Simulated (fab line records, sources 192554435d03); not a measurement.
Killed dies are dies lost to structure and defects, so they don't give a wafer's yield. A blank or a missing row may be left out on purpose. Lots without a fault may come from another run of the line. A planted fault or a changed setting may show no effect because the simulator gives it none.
A struck lot beside a sound one | flow n5_finfet | 16 steps out of a route of 1938
Sound: wafers L735.1, L735.3, L735.5. Struck: wafers L742.5, L742.6. (L742.3 of the same lot was not struck and is left out.) The cause comes at the end.
At each step with rows: each side's tool, then ch and its chambers, then its first start. Under that, the readings that differ: sound wafers | struck wafers | difference of the means | sigmas: that difference in standard deviations of wafers without a fault.
alike: readings whose means differ by less than 2 such deviations, and words and numbers that are the same on both sides. not compared: withheld readings, readings that some wafer has no value for, bounds like >300 that may hide the same value, and numbers for which the record gives no deviation and whose values overlap.
The two part at a step that has a row with sigmas, a row that says differs or no value, or rows on one side only. Numbers that don't overlap but have no deviation are shown without sigmas and don't part them. A reading that every wafer of one side lacks parts them only if that side has two wafers or more.

first, 8 steps without rows for these wafers: N5_SD_EPI_P_COAT_34 (time 60 s, resist thk 350 nm); N5_SD_EPI_P_COAT_35 (time 60 s, resist thk 35 nm); N5_SD_EPI_P_COAT_03 (resist thk 150 nm); N5_SD_EPI_P_EBR_05; N5_SD_EPI_P_SOFTBAKE_04 (time 60 s); N5_SD_EPI_P_EXPOSE_06 (exposes mask SD P BLK, target cd 240 nm); N5_SD_EPI_P_PEB_07 (peb time 60 s); N5_SD_EPI_P_DEVELOP_08 (develop time 30 s).
N5_SD_EPI_P_CD_MEAS_09: target cd 240 nm.
  sound on cd_sem-01 ch 0, day 5 09:07; struck on cd_sem-03 ch 0, day 7 06:14
  alike: cd_nm
N5_SD_EPI_P_OVL_MEAS_10:
  sound on overlay-02 ch 0, day 5 09:08; struck on overlay-01 ch 0, day 7 06:16
  alike: SD_P_BLK_OVL
N5_SD_EPI_P_INSPECT_11: inspects for defects (macro).
  sound on defect_inspect-01, day 5 09:10; struck on defect_inspect-01, day 7 06:17
  alike: raw_defect_count
N5_SD_EPI_P_DESCUM_14: chemistry O2, time 7.9 s.
  sound on rie_diel-04 ch 0,1,3, day 5 09:12; struck on rie_diel-05 ch 1,2, day 7 06:19
  alike: chamber_pressure_mTorr, drypump_motor_current_A, oes_product_au, rf_vpp_V, showerhead_plenum_p_Torr, temp_c, throttle_valve_pct
  not compared: rf_hours_counter_h
N5_SD_EPI_P_ETCH_36: etches SiARC in CF4, target depth 45.5 nm, time 75.8 s.
  sound on rie_diel-04 ch 0,1,3, day 5 09:14; struck on rie_diel-05 ch 1,2, day 7 06:21
  reading               | sound          | struck      | difference | sigmas
  etch_rf_on_time_s (s) | 76.4 76.9 76.0 | 145.0 149.5 | +70.8      | +44
  alike: chamber_pressure_mTorr, drypump_motor_current_A, oes_product_au, rf_vpp_V, showerhead_plenum_p_Torr, throttle_valve_pct
  not compared: rf_hours_counter_h
N5_SD_EPI_P_ETCH_37: etches SOC in N2/H2, overetch 108 nm, time 486 s.
  sound on rie_diel-04 ch 0,1,3, day 5 09:17; struck on rie_diel-05 ch 1,2, day 7 06:24
  alike: chamber_pressure_mTorr, drypump_motor_current_A, n2_flow_sccm, oes_product_au, rf_vpp_V, showerhead_plenum_p_Torr, temp_c, throttle_valve_pct
  not compared: rf_hours_counter_h
-- the record jumps here: 4 days lie between the struck wafers' starts before and after (it left off in module SD_EPI_P and takes up again in module BEOL_M4, whose first step shown is number 1111 of the route) --
N5_BEOL_M4_RC_MEAS_101:
  sound on prober-02 ch 0, day 9 15:53; struck on prober-02 ch 0, day 11 14:20
  alike: DIBL_N, DIBL_P, IOFF_N, IOFF_P, ION_N, ION_P, SS_N, SS_P, VT_N, VT_P
then, 1 step without rows for these wafers: N5_PASSIVATION_PROBE_49.

WHERE THEY PART
Only at N5_SD_EPI_P_ETCH_36, within this record. Later steps at which nothing parts them and some readings are alike: N5_SD_EPI_P_ETCH_37, N5_BEOL_M4_RC_MEAS_101.

WHY: what the simulator had put in
Process parameter drift: rie_diel-05, from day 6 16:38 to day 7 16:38, at N5_SD_EPI_P_ETCH_36. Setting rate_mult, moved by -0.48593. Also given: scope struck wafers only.
